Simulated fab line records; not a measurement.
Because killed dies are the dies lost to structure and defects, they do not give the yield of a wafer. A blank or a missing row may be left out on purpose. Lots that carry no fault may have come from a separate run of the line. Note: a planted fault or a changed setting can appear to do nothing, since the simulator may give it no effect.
fab line records	flow n5_finfet
record lots=9	wafers=27	last_day=18
route steps=1938 shown GATE_CUT@488 BEOL_M4@1111
lots that met no fault: from a run of the same line without faults
start_h: start of the lot's first displayed wafer, in hours after the record's first day	wait_h: hours from the lot's prior step to this one	" unchanged from the row above	L1.1+2: several wafers, shown together as one row	- value missing, or start not given	* or withheld: withheld	< > ~ a bound
route shown NAME@n: a module of which the file shows steps, and the number in the route of the first	usual: the fault-free wafers' mean and standard deviation	same: alike in all rows	chamber/n: place in a boat	sites: each site's reading	_std_site: standard deviation of those values	_edge_site: the outer-site mean with the inner-site mean subtracted	radius_mm: how far each site lies from the wafer's centre	mask NAME#n: copy n	behind: the tool/chamber that last shaped the wafer	hold: the reason the lot was held/the length of the hold in hours/how it ended	device: which transistor (n, p or np) failed to switch	end of line: tests of these same wafers at the route's end	for a step that has no rows: nothing shown but its recipe	killed: not the wafer's yield, but the dies lost to structure and defects at the first sort	map: a wafer's dies, marking killed ones x, the rest . and places with no die _
set.NAME: the setting that was run; set.NAME@STEP: the one run at that earlier step	model.NAME: the simulator's own value behind a step, which no gauge read
steps of the route over a sample of lots; a table a step, a row a wafer
services: when a tool's chamber went out of use (start_h, in hours from the record's first day, below 0 if earlier), for how many hours, and the reason
## steps
# step N5_GATE_CUT_OVL_MEAS_14
# recipe points_per_wafer=522
# usual GATE_CUT_OVL=0.0/0.72
# same points_per_wafer=522
lot.wafer	tool	chamber	start_h	wait_h	GATE_CUT_OVL[nm]
L671.1	overlay-01	0	90.06	0.0	1.4
L671.3	"	0	"	"	0.7
L671.5	"	0	"	"	-0.1
L674.3	overlay-02	0	107.74	0.0	0.5
L674.5	"	0	"	"	0.1
L674.6	"	0	"	"	-0.1
L677.1	overlay-02	0	128.42	0.0	0.8
L677.3	"	0	"	"	1.2
L677.6	"	0	"	"	1.2
L683.1	overlay-01	0	162.15	0.0	0.6
L683.4	"	0	"	"	0.8
L683.5	"	0	"	"	0.2
L684.1	overlay-01	0	169.78	0.0	-1.3
L684.3	"	0	"	"	-1.4
L684.6	"	0	"	"	-1.6
L685.3	overlay-01	0	175.46	0.0	0.0
L685.4	"	0	"	"	0.3
L685.6	"	0	"	"	-0.2
L687.2	overlay-02	0	188.66	0.0	1.4
L687.4	"	0	"	"	0.9
L687.5	"	0	"	"	0.8
L689.2	overlay-02	0	197.74	0.0	-2.4
L689.4	"	0	"	"	-1.5
L689.5	"	0	"	"	-1.3
L691.2	overlay-02	0	212.21	0.0	-0.3
L691.3	"	0	"	"	0.3
L691.5	"	0	"	"	-0.6
# step N5_GATE_CUT_STRIP_42
# recipe chemistry=O2	power_w=400	temp_c=40	pressure_mtorr=30	rf_frequency_hz=6e+07	bias_power_w=0	overash_fraction=0.3	o2_flow_sccm=225
# usual drypump_motor_current_A=5.79/0.27	o2_flow_sccm=225.0/0.62	oes_product_au=0.79/0.085	rf_vpp_V=3.7/0.44	showerhead_plenum_p_Torr=2.12/0.078	throttle_valve_pct=16.62/0.25
lot.wafer	tool	chamber	start_h	wait_h	drypump_motor_current_A	o2_flow_sccm	oes_product_au	rf_hours_counter_h	rf_vpp_V	showerhead_plenum_p_Torr	throttle_valve_pct
L671.1	rie_diel-06	2	90.40	0.0	5.84	225.3	0.77	140	3.3	2.11	16.81
L671.3	"	3	"	"	5.83	224.2	0.92	25	3.8	2.04	16.18
L671.5	"	1	"	"	5.39	225.7	0.79	-	4.2	2.20	16.73
L674.3	rie_diel-05	2	108.07	0.0	6.07	225.5	0.73	174	3.5	1.99	16.84
L674.5	"	2	"	"	6.05	225.4	0.74	-	3.8	1.99	16.84
L674.6	"	1	"	"	5.88	223.8	0.73	-	3.6	2.19	17.04
L677.1	rie_diel-06	1	128.76	0.0	5.42	225.3	0.78	139	3.9	2.20	16.74
L677.3	"	3	"	"	5.86	225.4	0.89	37	3.2	2.04	16.22
L677.6	"	0	"	"	6.10	225.3	0.73	-	4.1	2.06	16.70
L683.1	rie_diel-03	0	162.49	0.0	5.59	225.9	0.93	29	3.7	2.16	16.53
L683.4	"	2	"	"	5.71	225.7	0.90	42	3.3	2.23	16.30
L683.5	"	3	"	"	5.44	225.2	0.79	-	4.0	2.03	16.74
L684.1	rie_diel-03	2	170.17	0.0	5.71	225.9	0.89	44	3.3	2.23	16.31
L684.3	"	3	"	"	5.46	223.9	0.79	116	3.4	2.02	16.74
L684.6	"	0	"	"	5.59	225.3	0.93	-	3.2	2.16	16.54
L685.3	rie_diel-03	0	175.98	0.0	5.61	224.8	0.92	33	3.1	2.16	16.53
L685.4	"	3	"	"	5.47	225.2	0.80	117	3.5	2.02	16.75
L685.6	"	2	"	"	5.72	225.0	0.89	-	4.6	2.23	16.28
L687.2	rie_diel-03	2	188.99	0.0	5.72	225.1	0.90	51	3.1	2.22	16.32
L687.4	"	0	"	"	5.63	224.4	0.90	-	3.1	2.16	16.54
L687.5	"	1	"	"	6.33	225.3	0.72	-	3.8	2.19	16.45
L689.2	rie_diel-06	3	198.19	0.0	5.85	225.1	0.85	59	3.6	2.03	16.24
L689.4	"	2	"	"	5.85	225.2	0.75	169	2.7	2.10	16.87
L689.5	"	2	"	"	5.83	225.7	0.75	-	4.1	2.10	16.88
L691.2	rie_diel-05	1	212.54	0.0	5.91	225.5	0.69	219	3.2	2.18	17.10
L691.3	"	0	"	"	5.61	225.3	0.94	12	3.6	2.13	16.10
L691.5	"	2	"	"	6.05	224.7	0.70	-	3.9	1.98	16.92
# step N5_GATE_CUT_ETCH_19
# recipe chemistry=CH3F/O2	target=SiNx	mask_material=SiO2	target_depth_a=537	time_s=76.7	pressure_mtorr=30	source_w=395	bias_w=73	Ar_flow_sccm=150	CH3F_flow_sccm=30	O2_flow_sccm=20	ion_energy_ev=120	ends=cleared
# usual drypump_motor_current_A=5.79/0.27	etch_rf_on_time_s=76.7/1.3	oes_product_au=0.67/0.074	rf_fwd_power_W=390.8/1.6	rf_vpp_V=298/4.4	showerhead_plenum_p_Torr=2.02/0.069	throttle_valve_pct=16.30/0.25
lot.wafer	tool	chamber	start_h	wait_h	drypump_motor_current_A	etch_rf_on_time_s	oes_product_au	rf_fwd_power_W	rf_hours_counter_h	rf_vpp_V	showerhead_plenum_p_Torr	throttle_valve_pct
L671.1	rie_diel-06	2	90.44	0.0	5.85	75.5	0.66	391.2	140	303	2.00	16.45
L671.3	"	3	"	"	5.84	76.9	0.77	391.9	25	293	1.96	15.90
L671.5	"	1	"	"	5.41	76.4	0.67	389.6	-	299	2.08	16.30
L674.3	rie_diel-05	2	108.11	0.0	6.02	77.6	0.61	389.5	174	290	1.91	16.59
L674.5	"	2	"	"	6.03	77.8	0.61	389.3	-	289	1.91	16.60
L674.6	"	1	"	"	5.91	76.9	0.61	391.6	-	299	2.08	16.66
L677.1	rie_diel-06	1	128.80	0.0	5.42	76.1	0.66	392.4	139	297	2.08	16.32
L677.3	"	3	"	"	5.84	75.5	0.77	390.4	37	292	1.95	15.92
L677.6	"	0	"	"	6.10	76.9	0.61	391.4	-	293	2.00	16.55
L683.1	rie_diel-03	0	162.53	0.0	5.60	74.9	0.79	388.1	29	301	2.04	16.11
L683.4	"	2	"	"	5.73	75.5	0.76	390.9	42	300	2.13	16.00
L683.5	"	3	"	"	5.46	76.4	0.69	390.7	-	300	1.94	16.45
L684.1	rie_diel-03	2	170.21	0.0	5.69	75.5	0.76	390.8	44	300	2.13	16.00
L684.3	"	3	"	"	5.48	76.0	0.69	391.6	116	300	1.93	16.44
L684.6	"	0	"	"	5.59	75.4	0.78	389.3	-	302	2.04	16.11
L685.3	rie_diel-03	0	176.02	0.0	5.59	74.5	0.79	387.3	33	303	2.04	16.10
L685.4	"	3	"	"	5.46	75.8	0.68	389.0	117	299	1.93	16.44
L685.6	"	2	"	"	5.72	75.6	0.76	388.4	-	299	2.13	16.03
L687.2	rie_diel-03	2	189.03	0.0	5.70	76.2	0.75	392.4	51	300	2.13	16.03
L687.4	"	0	"	"	5.64	76.2	0.76	390.5	-	301	2.04	16.11
L687.5	"	1	"	"	6.36	79.9	0.61	392.6	-	298	2.08	16.08
L689.2	rie_diel-06	3	198.23	0.0	5.84	77.8	0.72	390.7	59	294	1.94	15.97
L689.4	"	2	"	"	5.84	75.2	0.64	391.1	169	304	1.99	16.47
L689.5	"	2	"	"	5.81	74.9	0.64	391.6	-	303	1.99	16.48
L691.2	rie_diel-05	1	212.58	0.0	5.94	77.2	0.59	391.9	219	299	2.07	16.73
L691.3	"	0	"	"	5.65	77.8	0.79	388.8	12	304	2.05	15.83
L691.5	"	2	"	"	6.07	78.0	0.59	391.2	-	288	1.90	16.67
# step N5_GATE_CUT_CUT_ETCH_54
# recipe chemistry=Cl2/BCl3	target=TiN	mask_material=SiO2	target_depth_a=967	pressure_mtorr=10	icp_w=1000	bias_w=126	Cl2_flow_sccm=53.25	bcl3_flow_sccm=21.75	Ar_flow_sccm=25	ends=cleared
# usual drypump_motor_current_A=5.9/0.31	etch_rf_on_time_s=37.5/1	oes_product_au=0.65/0.11	rf_fwd_power_W=982/5.9	throttle_valve_pct=22.29/0.18
lot.wafer	tool	chamber	start_h	wait_h	drypump_motor_current_A	etch_rf_on_time_s	oes_product_au	rf_fwd_power_W	rf_hours_counter_h	throttle_valve_pct
L671.1	rie_metal-02	1	90.61	0.0	5.9	38.6	0.55	987	110	22.54
L671.3	"	1	"	"	5.9	38.5	0.55	984	-	22.55
L671.5	"	1	"	"	5.8	38.8	0.55	984	-	22.55
L674.3	rie_metal-02	0	108.30	0.0	6.2	38.7	0.53	980	-	22.29
L674.5	"	1	"	"	5.9	38.1	0.56	988	-	22.53
L674.6	"	0	"	"	6.2	38.4	0.53	978	-	22.29
L677.1	rie_metal-02	1	128.97	0.0	5.8	38.0	0.55	990	114	22.54
L677.3	"	1	"	"	5.9	38.1	0.55	988	-	22.55
L677.6	"	0	"	"	6.2	38.7	0.53	981	-	22.27
L683.1	rie_metal-02	1	162.70	0.0	5.9	31.7	0.61	1221	117	22.45
L683.4	"	0	"	"	6.2	31.4	0.59	1214	-	22.16
L683.5	"	1	"	"	5.8	31.5	0.62	1221	-	22.44
L684.1	rie_metal-02	1	170.38	0.0	5.8	31.7	0.62	1219	118	22.45
L684.3	"	0	"	"	6.2	31.5	0.59	1219	-	22.17
L684.6	"	0	"	"	6.2	31.5	0.59	1219	-	22.18
L685.3	rie_metal-01	1	176.21	0.0	5.7	37.1	0.71	979	-	22.32
L685.4	"	0	"	"	6.3	36.2	0.70	993	-	22.03
L685.6	"	0	"	"	6.3	36.4	0.70	990	-	22.04
L687.2	rie_metal-03	0	189.19	0.0	5.5	34.9	0.84	981	5	22.32
L687.4	"	0	"	"	5.4	34.8	0.84	976	-	22.32
L687.5	"	0	"	"	5.4	35.3	0.84	975	-	22.33
L689.2	rie_metal-01	1	198.40	0.0	5.7	37.3	0.70	977	40	22.33
L689.4	"	1	"	"	5.7	37.2	0.71	977	-	22.34
L689.5	"	0	"	"	6.3	36.3	0.70	990	-	22.05
L691.2	rie_metal-01	1	212.75	0.0	5.7	37.0	0.70	970	42	22.35
L691.3	"	1	"	"	5.8	36.9	0.70	975	-	22.35
L691.5	"	1	"	"	5.8	36.9	0.70	973	-	22.35
# step N5_BEOL_M4_RC_MEAS_101
# usual DIBL_N=36.0/2	DIBL_P=36.2/2.2	IOFF_N=0.16/0.034	IOFF_P=0.21/0.04	ION_N=675/12	ION_P=463/7.2	SS_N=71.6/0.6	SS_P=73.3/0.67	VT_N=250/3	VT_P=-251/3.4
lot.wafer	tool	chamber	start_h	wait_h	DIBL_N[mV/V]	DIBL_P[mV/V]	IOFF_N[nA/um]	IOFF_P[nA/um]	ION_N[uA/um]	ION_P[uA/um]	SS_N[mV/dec]	SS_P[mV/dec]	VT_N[mV]	VT_P[mV]
L671.1	prober-01	0	178.60	0.0	38.6	39.1	0.22	0.26	692	468	71.6	73.7	248	-250
L671.3	"	0	"	"	37.0	37.7	0.19	0.24	684	467	71.2	73.8	246	-248
L671.5	"	0	"	"	36.2	36.8	0.18	0.22	683	464	71.8	73.9	245	-250
L674.3	prober-02	0	198.35	0.3	35.2	35.2	0.14	0.18	681	460	71.1	73.5	251	-251
L674.5	"	0	"	"	36.7	36.1	0.16	0.18	673	455	71.7	72.3	251	-254
L674.6	"	0	"	"	34.6	35.2	0.13	0.17	665	461	70.6	72.1	250	-252
L677.1	prober-01	0	217.68	0.0	38.6	39.9	0.24	0.29	697	474	72.4	74.3	242	-245
L677.3	"	0	"	"	36.6	37.6	0.20	0.25	680	462	71.6	73.6	245	-248
L677.6	"	0	"	"	37.7	38.0	0.22	0.26	693	470	72.3	73.6	245	-248
L683.1	prober-01	0	249.80	0.0	37.6	38.4	0.19	0.25	678	467	71.1	73.8	250	-248
L683.4	"	0	"	"	35.4	36.5	0.17	0.22	679	470	71.9	73.1	249	-248
L683.5	"	0	"	"	39.6	41.7	0.26	0.33	688	481	72.7	74.7	242	-241
L685.3	prober-01	0	268.27	0.3	35.6	35.2	0.16	0.23	679	463	71.4	73.3	251	-246
L685.4	"	0	"	"	39.0	39.3	0.24	0.31	697	477	72.2	74.0	246	-245
L685.6	"	0	"	"	35.0	34.8	0.16	0.22	673	461	71.5	73.1	249	-247
L684.1	prober-02	0	268.85	0.0	34.6	34.6	0.13	0.19	669	464	71.6	72.6	253	-252
L684.3	"	0	"	"	37.4	38.7	0.17	0.25	674	462	72.4	74.2	249	-248
L684.6	"	0	"	"	34.8	35.9	0.13	0.21	665	458	72.0	73.4	253	-250
L689.2	prober-02	0	275.28	0.2	35.3	36.7	0.16	0.24	681	470	71.8	73.5	248	-247
L689.4	"	0	"	"	39.6	39.8	0.24	0.31	696	475	73.1	74.0	248	-246
L689.5	"	0	"	"	34.0	33.5	0.14	0.20	660	460	71.3	72.9	251	-250
L687.2	prober-02	0	279.87	0.2	34.0	35.0	0.12	0.19	664	466	70.8	73.1	256	-253
L687.4	"	0	"	"	35.0	35.1	0.13	0.19	669	453	71.7	73.5	253	-253
L687.5	"	0	"	"	33.0	33.5	0.11	0.17	653	459	70.2	72.1	256	-252
L691.2	prober-02	0	314.82	0.2	36.8	36.9	0.16	0.20	672	463	71.1	73.5	249	-253
L691.3	"	0	"	"	38.6	37.4	0.20	0.21	692	465	71.9	73.9	247	-251
L691.5	"	0	"	"	34.2	32.8	0.13	0.16	664	452	71.2	71.9	252	-254
## services
tool	chamber	start_h	hours	kind
rie_diel-05	2	72.79	5.3	repair
rie_diel-05	3	85.04	-	clean
rie_diel-05	3	85.04	-	consumable_replace:focus_ring
rie_diel-05	3	85.04	23.4	scheduled_down
rie_diel-05	3	85.04	23.4	vent_cycle
rie_diel-06	0	85.75	15.1	repair
rie_diel-06	2	92.67	2.6	repair
rie_metal-03	0	98.66	-	clean
rie_metal-03	0	98.66	32.9	scheduled_down
rie_metal-03	0	98.66	32.9	vent_cycle
rie_diel-03	2	120.54	4.1	repair
rie_metal-02	-	120.62	4.0	pm
rie_diel-05	0	154.46	-	clean
rie_diel-05	0	154.46	-	consumable_replace:focus_ring
rie_diel-05	0	154.46	21.4	scheduled_down
rie_diel-05	0	154.46	21.4	vent_cycle
rie_diel-03	-	157.42	0.6	repair
rie_diel-03	3	181.91	13.3	repair
rie_metal-02	0	182.77	-	clean
rie_metal-02	0	182.77	20.1	scheduled_down
rie_metal-02	0	182.77	20.1	vent_cycle
rie_diel-05	3	199.25	6.7	repair
rie_metal-02	-	210.06	10.0	pm
## key
first_sign step=N5_GATE_CUT_CUT_ETCH_54	reading=rf_fwd_power_W	direction=up	sigmas=40	usual=*	struck=*
effect step=N5_GATE_CUT_CUT_ETCH_54	reading=etch_rf_on_time_s	direction=down	sigmas=5.8	usual=*	struck=*
met_at N5_GATE_CUT_CUT_ETCH_54
struck_lots L683,L684
not_acting_at N5_GATE_CUT_OVL_MEAS_14,N5_GATE_CUT_STRIP_42,N5_GATE_CUT_ETCH_19
onset_between 128.97 162.70
fault kind=process_parameter_drift	tool=rie_metal-02	chamber=-	onset_h=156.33	steps=N5_GATE_CUT_CUT_ETCH_54	channel=icp_w	offset=240	shape=step	end_h=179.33	acts_in=these_recipes_only	stated=1000
